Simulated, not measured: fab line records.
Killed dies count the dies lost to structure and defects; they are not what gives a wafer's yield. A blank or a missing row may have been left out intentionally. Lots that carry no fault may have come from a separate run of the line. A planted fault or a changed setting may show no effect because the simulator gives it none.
Chamber matching ; flow n5 finfet ; pecvd-03 running N5_BEOL_M3_DEP_57: 3 sister chambers
The step deposits SiCN from 3MS/NH3, target thk 8 nm, time 14 s. 14 wafers are shown with their chamber, then 7 later ones without.

== EACH WAFER AND ITS CHAMBER ==
wafer;chamber;throttle valve pct (%);showerhead plenum p Torr (Torr)
L076.1;2;9.1;3.672
L076.3;0;9.9;3.666
L076.4;1;9.8;3.672
L079.1;1;10.0;3.676
L079.4;0;9.7;3.676
L079.6;1;10.0;3.663
L082.1;2;9.0;3.660
L082.5;0;9.6;3.665
L082.6;2;9.0;3.664
L085.2;2;8.9;3.656
L085.4;1;9.9;3.671
L085.6;0;9.3;3.666
L087.1;0;9.6;3.663
L087.2;1;10.2;3.670

SIGNATURES (means of the wafers above)
reading;chamber 0;chamber 1;chamber 2;scatter within a chamber
throttle valve pct;9.620;9.980;9.000;0.164
showerhead plenum p Torr;3.66720;3.67040;3.66300;0.00549
Rule: a wafer's distance from a chamber is the root of the sum, over the readings, of the square of ((its reading less the chamber's mean) divided by the reading's scatter). The wafer belongs to the nearest chamber; if the next one is less than 2 further off, it can't be placed. The scatter: take each reading less its chamber's mean, square it, sum over the shown wafers, divide by the number of wafers less the number of chambers, and take the root.

== WAFERS WITH NO CHAMBER GIVEN ==
wafer;throttle valve pct (%);showerhead plenum p Torr (Torr)
L087.6;10.3;3.668
L088.1;9.4;3.668
L088.4;9.7;3.663
L088.6;8.8;3.667
L090.3;8.9;3.669
L090.4;10.2;3.675
L090.5;9.8;3.672

== CHAMBER TAKEN BY EACH ==
wafer;from the rows above;in truth
L087.6;1;1
L088.1;can't be placed: 0 or 2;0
L088.4;can't be placed: 0 or 1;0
L088.6;2;2
L090.3;2;2
L090.4;1;1
L090.5;can't be placed: 1 or 0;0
4 of 7 placed correctly. Unplaceable from these rows: 3, with the true chamber sitting among the candidates in 3. Placed wrongly: 0.
